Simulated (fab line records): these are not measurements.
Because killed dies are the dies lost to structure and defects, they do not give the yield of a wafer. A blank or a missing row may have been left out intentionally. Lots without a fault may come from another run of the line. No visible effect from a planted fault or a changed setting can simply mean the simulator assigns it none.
The tool behind it: which one? || flow n5-finfet || 6 lots, 18 wafers sampled, at 7 steps of a route of 1938

== WHAT THE GAUGES READ, wafer by wafer ==
N5_BEOL_M7_CD_MEAS_28: the cd target is 40 nm.
{"lot": "L988", "measured": "day 9 16:24", "on": "cd-sem-02", "cd-nm (nm)": "39.82 40.12 39.97"}
{"lot": "L990", "measured": "day 11 10:25", "on": "cd-sem-02", "cd-nm (nm)": "40.08 39.89 39.83"}
{"lot": "L999", "measured": "day 12 22:19", "on": "cd-sem-01", "cd-nm (nm)": "40.04 39.79 40.21"}
{"lot": "L100", "measured": "day 13 04:31", "on": "cd-sem-03", "cd-nm (nm)": "40.64 39.44 40.26"}
{"lot": "L102", "measured": "day 13 18:32", "on": "cd-sem-01", "cd-nm (nm)": "40.06 39.98 40.53"}
{"lot": "L108", "measured": "day 16 09:50", "on": "cd-sem-02", "cd-nm (nm)": "39.51 39.98 39.78"}

N5_BEOL_M7_OCD_MEAS_38.
{"lot": "L988", "measured": "day 9 17:10", "on": "ocd-02", "trench-depth-nm (nm)": "93.0 93.7 92.9"}
{"lot": "L990", "measured": "day 11 11:05", "on": "ocd-02", "trench-depth-nm (nm)": "97.4 93.1 92.6"}
{"lot": "L999", "measured": "day 12 23:05", "on": "ocd-01", "trench-depth-nm (nm)": "83.1 85.0 83.0"}
{"lot": "L100", "measured": "day 13 05:33", "on": "ocd-02", "trench-depth-nm (nm)": "93.3 94.7 92.5"}
{"lot": "L102", "measured": "day 13 19:06", "on": "ocd-02", "trench-depth-nm (nm)": "87.2 86.1 87.6"}
{"lot": "L108", "measured": "day 16 10:23", "on": "ocd-02", "trench-depth-nm (nm)": "96.7 91.5 91.9"}

N5_BEOL_M7_RS_MEAS_57: a four-point-probe measurement.
{"lot": "L988", "measured": "day 9 20:58", "on": "film-metro-02", "M7_RS (ohm/sq)": "0.288 0.280 0.282"}
{"lot": "L990", "measured": "day 11 14:59", "on": "film-metro-01", "M7_RS (ohm/sq)": "0.278 0.283 0.298"}
{"lot": "L999", "measured": "day 13 04:34", "on": "film-metro-02", "M7_RS (ohm/sq)": "0.342 0.327 0.333"}
{"lot": "L100", "measured": "day 13 08:33", "on": "film-metro-01", "M7_RS (ohm/sq)": "0.281 0.288 0.285"}
{"lot": "L102", "measured": "day 13 21:40", "on": "film-metro-01", "M7_RS (ohm/sq)": "0.315 0.309 0.304"}
{"lot": "L108", "measured": "day 16 12:55", "on": "film-metro-02", "M7_RS (ohm/sq)": "0.273 0.294 0.296"}

N5_BEOL_M15_RC_MEAS_101.
{"lot": "L988", "measured": "day 12 12:53", "on": "prober-02", "COMB_M10 (S/m)": "1.5e-11 1.6e-11 1.5e-11", "COMB_M11 (S/m)": "1.52e-11 1.05e-11 1.76e-11", "COMB_M12 (S/m)": "6.4e-12 6.6e-12 4.8e-12", "COMB_M13 (S/m)": "4.4e-12 6.2e-12 5.3e-12", "COMB_M14 (S/m)": "5e-12 4.2e-12 2.9e-12", "COMB_M15 (S/m)": "3.2e-12 3.5e-12 3.5e-12", "COMB_M15_max_site (S/m)": "4.6e-12 4.3e-12 4.9e-12", "COMB_M5 (S/m)": "3.9e-11 3.5e-11 2.7e-11", "COMB_M6 (S/m)": "2.7e-11 2.1e-11 3e-11", "COMB_M7 (S/m)": "2.4e-11 1.8e-11 2.8e-11", "COMB_M7_max_site (S/m)": "3.2e-11 2.4e-11 3.6e-11", "COMB_M8 (S/m)": "2.7e-11 2.1e-11 2.5e-11", "COMB_M9 (S/m)": "1.7e-11 2.2e-11 1.9e-11", "SERP_M10 (ohm/um)": "3.11 3.03 3.06", "SERP_M11 (ohm/um)": "2.91 3.07 2.97", "SERP_M12 (ohm/um)": "0.622 0.629 0.599", "SERP_M13 (ohm/um)": "0.297 0.303 0.304", "SERP_M14 (ohm/um)": "0.159 0.161 0.160", "SERP_M5 (ohm/um)": "39.4 39.7 36.6", "SERP_M6 (ohm/um)": "14.6 13.4 13.8", "SERP_M7 (ohm/um)": "14.5 14.3 13.9", "SERP_M7_max_site (ohm/um)": "15.2 15.1 14.3", "SERP_M8 (ohm/um)": "14.0 13.3 13.1", "SERP_M9 (ohm/um)": "2.87 2.99 2.99"}
{"lot": "L990", "measured": "day 14 05:22", "on": "prober-02", "COMB_M10 (S/m)": "1.5e-11 1.5e-11 1.7e-11", "COMB_M11 (S/m)": "1.59e-11 9.5e-12 1.25e-11", "COMB_M12 (S/m)": "5.7e-12 6e-12 9.1e-12", "COMB_M13 (S/m)": "4.8e-12 4.9e-12 5e-12", "COMB_M14 (S/m)": "3.5e-12 3.9e-12 5.1e-12", "COMB_M15 (S/m)": "2.9e-12 2.6e-12 2.7e-12", "COMB_M15_max_site (S/m)": "4.7e-12 3.9e-12 3.5e-12", "COMB_M5 (S/m)": "4.1e-11 3e-11 4.7e-11", "COMB_M6 (S/m)": "3.4e-11 2.3e-11 2.8e-11", "COMB_M7 (S/m)": "2.2e-11 2.9e-11 3.3e-11", "COMB_M7_max_site (S/m)": "3.5e-11 4.7e-11 4.5e-11", "COMB_M8 (S/m)": "2.4e-11 1.7e-11 2.1e-11", "COMB_M9 (S/m)": "1.8e-11 1.8e-11 1.8e-11", "SERP_M10 (ohm/um)": "3.14 3.19 3.14", "SERP_M11 (ohm/um)": "3.13 3.05 3.05", "SERP_M12 (ohm/um)": "0.647 0.648 0.608", "SERP_M13 (ohm/um)": "0.299 0.302 0.297", "SERP_M14 (ohm/um)": "0.162 0.170 0.163", "SERP_M5 (ohm/um)": "36.9 38.4 37.7", "SERP_M6 (ohm/um)": "13.8 15.1 13.3", "SERP_M7 (ohm/um)": "13.8 13.9 14.9", "SERP_M7_max_site (ohm/um)": "14.3 14.5 15.6", "SERP_M8 (ohm/um)": "14.2 14.3 13.1", "SERP_M9 (ohm/um)": "3.10 3.12 3.05"}
{"lot": "L999", "measured": "day 15 23:22", "on": "prober-02", "COMB_M10 (S/m)": "1.8e-11 1.2e-11 1.4e-11", "COMB_M11 (S/m)": "2.28e-11 1.13e-11 1.7e-11", "COMB_M12 (S/m)": "7.2e-12 7.2e-12 6.6e-12", "COMB_M13 (S/m)": "5.3e-12 4.9e-12 6.4e-12", "COMB_M14 (S/m)": "3e-12 4.2e-12 4e-12", "COMB_M15 (S/m)": "2.6e-12 3.1e-12 3e-12", "COMB_M15_max_site (S/m)": "3.7e-12 3.9e-12 4.5e-12", "COMB_M5 (S/m)": "2.9e-11 4.8e-11 3e-11", "COMB_M6 (S/m)": "2.5e-11 2.6e-11 2.2e-11", "COMB_M7 (S/m)": "3.9e-11 2e-11 2.4e-11", "COMB_M7_max_site (S/m)": "4.7e-11 2.7e-11 4.2e-11", "COMB_M8 (S/m)": "2e-11 3.6e-11 3e-11", "COMB_M9 (S/m)": "1.2e-11 1.8e-11 1.7e-11", "SERP_M10 (ohm/um)": "3.16 3.21 3.07", "SERP_M11 (ohm/um)": "3.05 3.12 3.21", "SERP_M12 (ohm/um)": "0.627 0.643 0.641", "SERP_M13 (ohm/um)": "0.312 0.304 0.307", "SERP_M14 (ohm/um)": "0.165 0.163 0.159", "SERP_M5 (ohm/um)": "41.0 41.5 39.6", "SERP_M6 (ohm/um)": "13.1 13.6 14.1", "SERP_M7 (ohm/um)": "17.9 16.5 16.8", "SERP_M7_max_site (ohm/um)": "19.2 16.8 17.2", "SERP_M8 (ohm/um)": "13.9 13.6 13.5", "SERP_M9 (ohm/um)": "2.98 3.08 3.18"}
{"lot": "L100", "measured": "day 15 20:10", "on": "prober-01", "COMB_M10 (S/m)": "1.2e-11 1.6e-11 1.1e-11", "COMB_M11 (S/m)": "1.78e-11 9.5e-12 1.14e-11", "COMB_M12 (S/m)": "5.4e-12 7.5e-12 6.1e-12", "COMB_M13 (S/m)": "3.9e-12 3.4e-12 3.4e-12", "COMB_M14 (S/m)": "3.1e-12 4.1e-12 3.8e-12", "COMB_M15 (S/m)": "2.7e-12 2.1e-12 2.6e-12", "COMB_M15_max_site (S/m)": "4.5e-12 2.8e-12 3.5e-12", "COMB_M5 (S/m)": "3e-11 3.6e-11 4e-11", "COMB_M6 (S/m)": "3.3e-11 2.8e-11 3.1e-11", "COMB_M7 (S/m)": "1.5e-11 1.9e-11 1.7e-11", "COMB_M7_max_site (S/m)": "2.7e-11 3.2e-11 2.5e-11", "COMB_M8 (S/m)": "1.8e-11 2.3e-11 2.8e-11", "COMB_M9 (S/m)": "1.2e-11 1e-11 1.4e-11", "SERP_M10 (ohm/um)": "3.20 3.06 3.19", "SERP_M11 (ohm/um)": "3.01 3.16 3.08", "SERP_M12 (ohm/um)": "0.657 0.638 0.662", "SERP_M13 (ohm/um)": "0.305 0.307 0.312", "SERP_M14 (ohm/um)": "0.163 0.164 0.161", "SERP_M5 (ohm/um)": "41.4 38.9 39.0", "SERP_M6 (ohm/um)": "12.9 13.2 13.2", "SERP_M7 (ohm/um)": "13.5 13.4 13.7", "SERP_M7_max_site (ohm/um)": "13.8 14.3 14.2", "SERP_M8 (ohm/um)": "12.9 13.6 12.9", "SERP_M9 (ohm/um)": "3.10 3.23 3.11"}
{"lot": "L102", "measured": "day 16 07:07", "on": "prober-02", "COMB_M10 (S/m)": "1e-11 1.5e-11 1.5e-11", "COMB_M11 (S/m)": "1.35e-11 1.26e-11 1.38e-11", "COMB_M12 (S/m)": "7.2e-12 6e-12 6.4e-12", "COMB_M13 (S/m)": "4.6e-12 3.8e-12 5.1e-12", "COMB_M14 (S/m)": "3.4e-12 2.9e-12 3.4e-12", "COMB_M15 (S/m)": "2.8e-12 2.9e-12 2.2e-12", "COMB_M15_max_site (S/m)": "4.9e-12 3.6e-12 3.1e-12", "COMB_M5 (S/m)": "3.8e-11 3.4e-11 4e-11", "COMB_M6 (S/m)": "2.7e-11 2.6e-11 2.7e-11", "COMB_M7 (S/m)": "2.6e-11 3.4e-11 2.2e-11", "COMB_M7_max_site (S/m)": "4e-11 4.3e-11 3.2e-11", "COMB_M8 (S/m)": "2.6e-11 2.5e-11 2.3e-11", "COMB_M9 (S/m)": "1.7e-11 1.6e-11 1.9e-11", "SERP_M10 (ohm/um)": "3.08 3.24 3.03", "SERP_M11 (ohm/um)": "2.90 3.02 2.96", "SERP_M12 (ohm/um)": "0.615 0.619 0.662", "SERP_M13 (ohm/um)": "0.313 0.313 0.308", "SERP_M14 (ohm/um)": "0.159 0.169 0.159", "SERP_M5 (ohm/um)": "37.2 37.1 36.6", "SERP_M6 (ohm/um)": "14.2 13.7 14.2", "SERP_M7 (ohm/um)": "15.7 15.2 14.8", "SERP_M7_max_site (ohm/um)": "16.3 16.0 15.3", "SERP_M8 (ohm/um)": "13.9 13.5 13.9", "SERP_M9 (ohm/um)": "3.22 3.11 3.17"}
{"lot": "L108", "measured": "day 18 23:07", "on": "prober-01", "COMB_M10 (S/m)": "2e-11 1.5e-11 1.6e-11", "COMB_M11 (S/m)": "1.16e-11 1.35e-11 1.53e-11", "COMB_M12 (S/m)": "8.2e-12 5.7e-12 6.5e-12", "COMB_M13 (S/m)": "3.7e-12 4.3e-12 5.6e-12", "COMB_M14 (S/m)": "3.9e-12 3.1e-12 3.1e-12", "COMB_M15 (S/m)": "2.3e-12 3.1e-12 3.2e-12", "COMB_M15_max_site (S/m)": "2.9e-12 4.4e-12 3.6e-12", "COMB_M5 (S/m)": "4.2e-11 3.4e-11 3.6e-11", "COMB_M6 (S/m)": "1.6e-11 1.9e-11 2e-11", "COMB_M7 (S/m)": "3.5e-11 3.4e-11 2.7e-11", "COMB_M7_max_site (S/m)": "4.7e-11 6.8e-11 4.1e-11", "COMB_M8 (S/m)": "2.9e-11 2.2e-11 2.4e-11", "COMB_M9 (S/m)": "1.4e-11 1.6e-11 2e-11", "SERP_M10 (ohm/um)": "2.99 3.03 2.91", "SERP_M11 (ohm/um)": "3.11 3.12 3.09", "SERP_M12 (ohm/um)": "0.616 0.613 0.609", "SERP_M13 (ohm/um)": "0.306 0.311 0.309", "SERP_M14 (ohm/um)": "0.163 0.162 0.160", "SERP_M5 (ohm/um)": "42.6 40.8 40.8", "SERP_M6 (ohm/um)": "13.0 12.8 14.0", "SERP_M7 (ohm/um)": "12.8 13.7 13.8", "SERP_M7_max_site (ohm/um)": "13.4 14.3 14.3", "SERP_M8 (ohm/um)": "12.9 14.1 13.0", "SERP_M9 (ohm/um)": "3.18 3.20 3.08"}

== WHAT TOOL EACH LOT RAN ON (gives the tool, then ch and the chambers of the sampled wafers, and finally the start) ==
{"lot": "L988", "N5_BEOL_M7_ETCH_61": "rie-diel-05 ch 1,2,3, day 9 14:56", "N5_BEOL_M7_VIA_ETCH_34": "rie-diel-03 ch 2,3, day 9 16:55", "N5_BEOL_M7_TRENCH_ETCH_37": "rie-diel-03 ch 2,3, day 9 17:00"}
{"lot": "L990", "N5_BEOL_M7_ETCH_61": "rie-diel-03 ch 0,1,2, day 11 08:56", "N5_BEOL_M7_VIA_ETCH_34": "rie-diel-03 ch 0,2,3, day 11 10:50", "N5_BEOL_M7_TRENCH_ETCH_37": "rie-diel-03 ch 0,2,3, day 11 10:55"}
{"lot": "L999", "N5_BEOL_M7_ETCH_61": "rie-diel-05 ch 1,2,3, day 12 20:28", "N5_BEOL_M7_VIA_ETCH_34": "rie-diel-03 ch 0,1,3, day 12 22:50", "N5_BEOL_M7_TRENCH_ETCH_37": "rie-diel-03 ch 0,1,3, day 12 22:55"}
{"lot": "L100", "N5_BEOL_M7_ETCH_61": "rie-diel-04 ch 2,3, day 12 23:57", "N5_BEOL_M7_VIA_ETCH_34": "rie-diel-05 ch 2,3, day 13 05:18", "N5_BEOL_M7_TRENCH_ETCH_37": "rie-diel-05 ch 2,3, day 13 05:23"}
{"lot": "L102", "N5_BEOL_M7_ETCH_61": "rie-diel-05 ch 0,1, day 13 17:48", "N5_BEOL_M7_VIA_ETCH_34": "rie-diel-03 ch 2,3, day 13 18:51", "N5_BEOL_M7_TRENCH_ETCH_37": "rie-diel-03 ch 2,3, day 13 18:56"}
{"lot": "L108", "N5_BEOL_M7_ETCH_61": "rie-diel-05 ch 0,2, day 16 08:25", "N5_BEOL_M7_VIA_ETCH_34": "rie-diel-03 ch 0,2, day 16 10:08", "N5_BEOL_M7_TRENCH_ETCH_37": "rie-diel-03 ch 0,2, day 16 10:14"}
- N5_BEOL_M7_ETCH_61: etches SiARC in CF4, target depth 45.5 nm, time 75.8 s.
- N5_BEOL_M7_VIA_ETCH_34: etches SiCOH lowk in C4F6/O2, target depth 125.5 nm, time 50.5 s.
- N5_BEOL_M7_TRENCH_ETCH_37: etches SiCOH lowk in C4F6/O2, target depth 93.478 nm, time 31.2 s.

== AS READ BY THE TOOLS THEMSELVES (means over the sampled wafers that have a number; for cases with no such wafer, the mark the record gives instead) ==
N5_BEOL_M7_ETCH_61.
{"lot": "L988", "tool": "rie-diel-05", "cf4-flow-sccm (sccm)": 99.88, "chamber-pressure-mTorr (mTorr)": 40.06, "drypump-motor-current-A (A)": 5.6, "etch-rf-on-time-s (s)": 75.0, "oes-product-au (a.u.)": 0.75, "rf-fwd-power-W (W)": 539.9, "rf-vpp-V (V)": 184.5, "showerhead-plenum-p-Torr (Torr)": 2.21, "throttle-valve-pct (%)": 15.58}
{"lot": "L990", "tool": "rie-diel-03", "cf4-flow-sccm (sccm)": 99.98, "chamber-pressure-mTorr (mTorr)": 39.99, "drypump-motor-current-A (A)": 5.7, "etch-rf-on-time-s (s)": 75.1, "oes-product-au (a.u.)": 0.69, "rf-fwd-power-W (W)": 538.7, "rf-vpp-V (V)": 184.3, "showerhead-plenum-p-Torr (Torr)": 2.12, "throttle-valve-pct (%)": 15.68}
{"lot": "L999", "tool": "rie-diel-05", "cf4-flow-sccm (sccm)": 99.99, "chamber-pressure-mTorr (mTorr)": 39.99, "drypump-motor-current-A (A)": 5.6, "etch-rf-on-time-s (s)": 75.0, "oes-product-au (a.u.)": 0.72, "rf-fwd-power-W (W)": 536.5, "rf-vpp-V (V)": 185.0, "showerhead-plenum-p-Torr (Torr)": 2.20, "throttle-valve-pct (%)": 15.63}
{"lot": "L100", "tool": "rie-diel-04", "cf4-flow-sccm (sccm)": 99.84, "chamber-pressure-mTorr (mTorr)": 40.03, "drypump-motor-current-A (A)": 5.0, "etch-rf-on-time-s (s)": 76.2, "oes-product-au (a.u.)": 0.60, "rf-fwd-power-W (W)": 539.6, "rf-vpp-V (V)": 183.5, "showerhead-plenum-p-Torr (Torr)": 2.09, "throttle-valve-pct (%)": 15.79}
{"lot": "L102", "tool": "rie-diel-05", "cf4-flow-sccm (sccm)": 100.00, "chamber-pressure-mTorr (mTorr)": 40.02, "drypump-motor-current-A (A)": 5.7, "etch-rf-on-time-s (s)": 74.9, "oes-product-au (a.u.)": 0.68, "rf-fwd-power-W (W)": 538.0, "rf-vpp-V (V)": 185.1, "showerhead-plenum-p-Torr (Torr)": 2.25, "throttle-valve-pct (%)": 15.69}
{"lot": "L108", "tool": "rie-diel-05", "cf4-flow-sccm (sccm)": 99.63, "chamber-pressure-mTorr (mTorr)": 40.00, "drypump-motor-current-A (A)": 5.3, "etch-rf-on-time-s (s)": 74.1, "oes-product-au (a.u.)": 0.71, "rf-fwd-power-W (W)": 539.5, "rf-vpp-V (V)": 185.0, "showerhead-plenum-p-Torr (Torr)": 2.25, "throttle-valve-pct (%)": 15.71}

N5_BEOL_M7_VIA_ETCH_34.
{"lot": "L988", "tool": "rie-diel-03", "chamber-pressure-mTorr (mTorr)": 30.002, "drypump-motor-current-A (A)": 6.2, "oes-product-au (a.u.)": 0.86, "rf-fwd-power-W (W)": 339.9, "rf-vpp-V (V)": 665, "showerhead-plenum-p-Torr (Torr)": 2.85, "throttle-valve-pct (%)": 21.12}
{"lot": "L990", "tool": "rie-diel-03", "chamber-pressure-mTorr (mTorr)": 29.993, "drypump-motor-current-A (A)": 5.8, "oes-product-au (a.u.)": 0.87, "rf-fwd-power-W (W)": 340.4, "rf-vpp-V (V)": 668, "showerhead-plenum-p-Torr (Torr)": 2.81, "throttle-valve-pct (%)": 20.97}
{"lot": "L999", "tool": "rie-diel-03", "chamber-pressure-mTorr (mTorr)": 29.998, "drypump-motor-current-A (A)": 5.7, "oes-product-au (a.u.)": 0.77, "rf-fwd-power-W (W)": 339.9, "rf-vpp-V (V)": 660, "showerhead-plenum-p-Torr (Torr)": 2.78, "throttle-valve-pct (%)": 21.19}
{"lot": "L100", "tool": "rie-diel-05", "chamber-pressure-mTorr (mTorr)": 29.983, "drypump-motor-current-A (A)": 5.8, "oes-product-au (a.u.)": 0.85, "rf-fwd-power-W (W)": 340.5, "rf-vpp-V (V)": 670, "showerhead-plenum-p-Torr (Torr)": 2.85, "throttle-valve-pct (%)": 20.74}
{"lot": "L102", "tool": "rie-diel-03", "chamber-pressure-mTorr (mTorr)": 30.009, "drypump-motor-current-A (A)": 6.2, "oes-product-au (a.u.)": 0.91, "rf-fwd-power-W (W)": 340.4, "rf-vpp-V (V)": 673, "showerhead-plenum-p-Torr (Torr)": 2.87, "throttle-valve-pct (%)": 20.76}
{"lot": "L108", "tool": "rie-diel-03", "chamber-pressure-mTorr (mTorr)": 30.020, "drypump-motor-current-A (A)": 5.3, "oes-product-au (a.u.)": 0.77, "rf-fwd-power-W (W)": 339.5, "rf-vpp-V (V)": 672, "showerhead-plenum-p-Torr (Torr)": 2.76, "throttle-valve-pct (%)": 21.00}

N5_BEOL_M7_TRENCH_ETCH_37.
{"lot": "L988", "tool": "rie-diel-03", "chamber-pressure-mTorr (mTorr)": 30.007, "drypump-motor-current-A (A)": 6.2, "oes-product-au (a.u.)": 0.85, "rf-fwd-power-W (W)": 338.9, "rf-vpp-V (V)": 664, "showerhead-plenum-p-Torr (Torr)": 2.85, "throttle-valve-pct (%)": 21.15}
{"lot": "L990", "tool": "rie-diel-03", "chamber-pressure-mTorr (mTorr)": 30.005, "drypump-motor-current-A (A)": 5.8, "oes-product-au (a.u.)": 0.87, "rf-fwd-power-W (W)": 337.7, "rf-vpp-V (V)": 668, "showerhead-plenum-p-Torr (Torr)": 2.81, "throttle-valve-pct (%)": 20.99}
{"lot": "L999", "tool": "rie-diel-03", "chamber-pressure-mTorr (mTorr)": 30.015, "drypump-motor-current-A (A)": 5.8, "oes-product-au (a.u.)": 0.73, "rf-fwd-power-W (W)": 255.6, "rf-vpp-V (V)": 760, "showerhead-plenum-p-Torr (Torr)": 2.78, "throttle-valve-pct (%)": 21.20}
{"lot": "L100", "tool": "rie-diel-05", "chamber-pressure-mTorr (mTorr)": 29.963, "drypump-motor-current-A (A)": 5.7, "oes-product-au (a.u.)": 0.85, "rf-fwd-power-W (W)": 340.7, "rf-vpp-V (V)": 670, "showerhead-plenum-p-Torr (Torr)": 2.85, "throttle-valve-pct (%)": 20.75}
{"lot": "L102", "tool": "rie-diel-03", "chamber-pressure-mTorr (mTorr)": 30.009, "drypump-motor-current-A (A)": 6.2, "oes-product-au (a.u.)": 0.85, "rf-fwd-power-W (W)": 256.3, "rf-vpp-V (V)": 775, "showerhead-plenum-p-Torr (Torr)": 2.87, "throttle-valve-pct (%)": 20.78}
{"lot": "L108", "tool": "rie-diel-03", "chamber-pressure-mTorr (mTorr)": 29.999, "drypump-motor-current-A (A)": 5.3, "oes-product-au (a.u.)": 0.76, "rf-fwd-power-W (W)": 338.5, "rf-vpp-V (V)": 672, "showerhead-plenum-p-Torr (Torr)": 2.76, "throttle-valve-pct (%)": 21.04}

== THE ANSWER, worked out from the rows above alone ==
Rule: the usual values come from the lots themselves. Put in order of their means at a reading, lots are off if they are a third of the lots or fewer, leave a main group of 4 or more, and stand apart from it by a gap of 3 or more times the standard deviation of the main group's means; of several such gaps the widest counts. If all means in a main group match to the digits the tables above print for the reading, that group is not used. A lot without any number at a reading at which 4 lots or more have one is off too. The other lots that the step has rows for count as sound. Order of review: gauges by route order, followed by the tools' own readings, for which a lot's mean as printed above is used. The first step at which some lot is off is used, and at that step the reading that is off furthest; a lot without a number counts as furthest.
Off, at N5_BEOL_M7_OCD_MEAS_38 on trench-depth-nm: L999, L102. The main group has a mean of 93.6 nm with a standard deviation of 0.45.
A tool fits if, at a process step before that reading, it ran every lot that is off, and no sound lot after the first of them. Not tried: the gauges at N5_BEOL_M7_OCD_MEAS_38; whatever is off there is also off at N5_BEOL_M7_RS_MEAS_57, on other tools, and gauge error can't account for it. Not one of the candidates tried fits.

== WHAT THE SIMULATOR PUT IN ==
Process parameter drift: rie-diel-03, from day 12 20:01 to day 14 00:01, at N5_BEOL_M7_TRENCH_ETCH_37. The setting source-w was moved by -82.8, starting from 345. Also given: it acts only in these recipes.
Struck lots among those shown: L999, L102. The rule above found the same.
